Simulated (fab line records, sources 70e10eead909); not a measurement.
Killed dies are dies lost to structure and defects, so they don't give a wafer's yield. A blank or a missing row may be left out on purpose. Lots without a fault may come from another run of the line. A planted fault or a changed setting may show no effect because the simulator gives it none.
Which tool did it? | flow nand_harc | 14 lots, 42 wafers sampled, at 3 steps of a route of 1159

WHAT THE GAUGES READ, wafer by wafer
NHARC_END_SORT_01.
lot  | measured     | on        | killed_at_array | killed_at_other | killed_at_periphery | killed_dies | killed_open | killed_short
L645 | day 21 00:05 | prober-01 | 10 73 11        | 0 0 1           | 4 4 4               | 14 77 16    | 5 4 4       | 0 1 1
L649 | day 21 16:46 | prober-02 | 30 90 24        | 0 1 2           | 8 5 9               | 38 96 35    | 2 2 7       | 2 2 3

WHICH TOOL RAN EACH LOT (tool, then ch and the chambers of the sampled wafers, then the start)
lot  | NHARC_A_CONTACT_ETCH_115             | NHARC_A_BONDPAD_DEGAS_25
L641 | har_cap_etch-01 ch 0,1, day 16 12:35 | pvd_sputter-03, day 18 12:54
L642 | har_cap_etch-02 ch 0,1, day 16 22:46 | pvd_sputter-03, day 18 16:02
L643 | har_cap_etch-03 ch 0,1, day 17 06:35 | pvd_sputter-01, day 18 17:36
L648 | har_cap_etch-03 ch 0,1, day 17 18:31 | pvd_sputter-03, day 19 05:13
L645 | har_cap_etch-03 ch 0,1, day 17 22:19 | pvd_sputter-03, day 19 08:44
L649 | har_cap_etch-03 ch 0,1, day 19 00:17 | pvd_sputter-01, day 20 10:26
L651 | har_cap_etch-01 ch 0,1, day 19 00:23 | pvd_sputter-02, day 20 11:13
L654 | har_cap_etch-01 ch 0,1, day 20 16:26 | pvd_sputter-01, day 22 10:35
L655 | har_cap_etch-02 ch 0,1, day 20 20:48 | pvd_sputter-02, day 22 12:46
L656 | har_cap_etch-02 ch 1, day 21 00:53   | pvd_sputter-03, day 22 17:43
L657 | har_cap_etch-03 ch 0,1, day 21 12:31 | pvd_sputter-02, day 23 00:59
L661 | har_cap_etch-03 ch 0,1, day 21 22:58 | pvd_sputter-01, day 23 09:14
L662 | har_cap_etch-01 ch 0,1, day 22 13:31 | pvd_sputter-02, day 24 00:41
L664 | har_cap_etch-03 ch 0,1, day 22 14:39 | pvd_sputter-03, day 24 01:15
- NHARC_A_CONTACT_ETCH_115: etches the open film in C4F8/O2/Ar, time 94 s, target depth 922 nm.
- NHARC_A_BONDPAD_DEGAS_25: time 60 s.

WHAT THE TOOLS THEMSELVES READ (means of the sampled wafers that have a number; where no wafer has one, the mark that the record gives instead)
NHARC_A_BONDPAD_DEGAS_25.
lot  | tool           | heater_power_w (W)
L641 | pvd_sputter-03 | 469
L642 | pvd_sputter-03 | 470
L643 | pvd_sputter-01 | 497
L648 | pvd_sputter-03 | 467
L645 | pvd_sputter-03 | 481
L649 | pvd_sputter-01 | 492
L651 | pvd_sputter-02 | 486
L654 | pvd_sputter-01 | 475
L655 | pvd_sputter-02 | 489
L656 | pvd_sputter-03 | 455
L657 | pvd_sputter-02 | 523
L661 | pvd_sputter-01 | 493
L662 | pvd_sputter-02 | 487
L664 | pvd_sputter-03 | 426

THE ANSWER, worked out from the rows above alone
Rule: what is usual is taken from the lots themselves. Put in order of their means at a reading, lots are off if they are a third of the lots or fewer, leave a main group of 4 or more, and stand apart from it by a gap of 3 or more times the standard deviation of the main group's means; of several such gaps the widest counts. A main group whose means are all the same, to the digits that the tables above print for the reading, isn't used. A lot without any number at a reading at which 4 lots or more have one is off too. The other lots that the step has rows for count as sound. The gauges are gone through in route order, then the tools' own readings, and for those a lot's mean is taken as printed above. The first step at which some lot is off is used, and at that step the reading that is off furthest; a lot without a number counts as furthest.
No lot is off at any reading shown: from this, nothing can be told.

WHAT THE SIMULATOR HAD PUT IN
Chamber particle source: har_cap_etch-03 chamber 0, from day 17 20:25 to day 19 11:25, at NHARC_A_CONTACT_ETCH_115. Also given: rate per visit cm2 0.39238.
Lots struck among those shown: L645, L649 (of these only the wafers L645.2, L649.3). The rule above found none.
